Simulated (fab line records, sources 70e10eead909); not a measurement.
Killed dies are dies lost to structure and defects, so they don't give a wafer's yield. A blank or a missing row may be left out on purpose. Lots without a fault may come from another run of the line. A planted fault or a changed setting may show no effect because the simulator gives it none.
Chamber matching | flow nand_harc | NHARC_A_STAIRCASE_DESCUM_312 on rie_diel-08: 4 sister chambers
The step chemistry O2, time 3 s. 20 wafers are shown with their chamber, then 10 later ones without.

WAFERS WITH THEIR CHAMBER
wafer  | chamber | drypump_motor_current_A (A) | showerhead_plenum_p_Torr (Torr) | oes_product_au (a.u.)
L076.1 | 1       | 6.5                         | 1.87                            | 1.009
L076.2 | 0       | 4.8                         | 2.07                            | 1.000
L076.3 | 2       | 5.5                         | 1.93                            | 1.005
L076.4 | 3       | 6.3                         | 2.05                            | 0.996
L076.5 | 1       | 6.5                         | 1.87                            | 1.004
L076.6 | 2       | 5.5                         | 1.93                            | 1.005
L078.2 | 2       | 5.5                         | 1.93                            | 0.997
L078.4 | 0       | 4.8                         | 2.07                            | 1.001
L078.5 | 1       | 6.5                         | 1.86                            | 1.011
L082.1 | 2       | 5.5                         | 1.93                            | 0.993
L082.5 | 2       | 5.5                         | 1.93                            | 1.000
L082.6 | 1       | 6.5                         | 1.86                            | 1.005
L087.1 | 3       | 6.3                         | 2.04                            | 0.987
L087.2 | 2       | 5.5                         | 1.92                            | 0.988
L087.3 | 0       | 4.9                         | 2.06                            | 1.009
L091.2 | 2       | 5.5                         | 1.92                            | 0.999
L091.3 | 3       | 6.2                         | 2.04                            | 0.981
L091.4 | 0       | 4.8                         | 2.06                            | 1.003
L091.1 | 1       | 6.5                         | 1.85                            | 1.002
L091.5 | 3       | 6.3                         | 2.04                            | 0.992

SIGNATURES (means of the wafers above)
reading                  | chamber 0 | chamber 1 | chamber 2 | chamber 3 | scatter within a chamber
drypump_motor_current_A  | 4.825     | 6.500     | 5.500     | 6.275     | 0.0306
showerhead_plenum_p_Torr | 2.0650    | 1.8620    | 1.9271    | 2.0425    | 0.00611
oes_product_au           | 1.00325   | 1.00620   | 0.99814   | 0.98900   | 0.00535
Rule: a wafer's distance from a chamber is the root of the sum, over the readings, of the square of ((its reading less the chamber's mean) divided by the reading's scatter). The wafer belongs to the nearest chamber; if the next one is less than 2 further off, it can't be placed. The scatter: the root of (the sum of the squares of (reading less its chamber's mean) over the shown wafers, divided by (wafers less chambers)).

WAFERS WITHOUT THEIR CHAMBER
wafer  | drypump_motor_current_A (A) | showerhead_plenum_p_Torr (Torr) | oes_product_au (a.u.)
L091.6 | 5.5                         | 1.92                            | 0.991
L092.1 | 6.5                         | 1.85                            | 1.013
L092.2 | 5.5                         | 1.92                            | 1.016
L092.5 | 5.5                         | 1.92                            | 1.007
L093.2 | 5.5                         | 1.91                            | 1.023
L093.4 | 4.8                         | 2.05                            | 1.002
L093.6 | 4.8                         | 2.05                            | 1.001
L096.1 | 6.3                         | 2.03                            | 0.995
L096.4 | 6.5                         | 1.85                            | 1.019
L096.6 | 5.5                         | 1.91                            | 1.022

WHICH CHAMBER EACH WENT THROUGH
wafer  | from the rows above | in truth
L091.6 | 2                   | 2
L092.1 | 1                   | 1
L092.2 | 2                   | 2
L092.5 | 2                   | 2
L093.2 | 2                   | 2
L093.4 | 0                   | 0
L093.6 | 0                   | 0
L096.1 | 3                   | 3
L096.4 | 1                   | 1
L096.6 | 2                   | 2
Placed correctly: 10 of 10. Can't be placed from these rows: 0. Placed wrongly: 0.
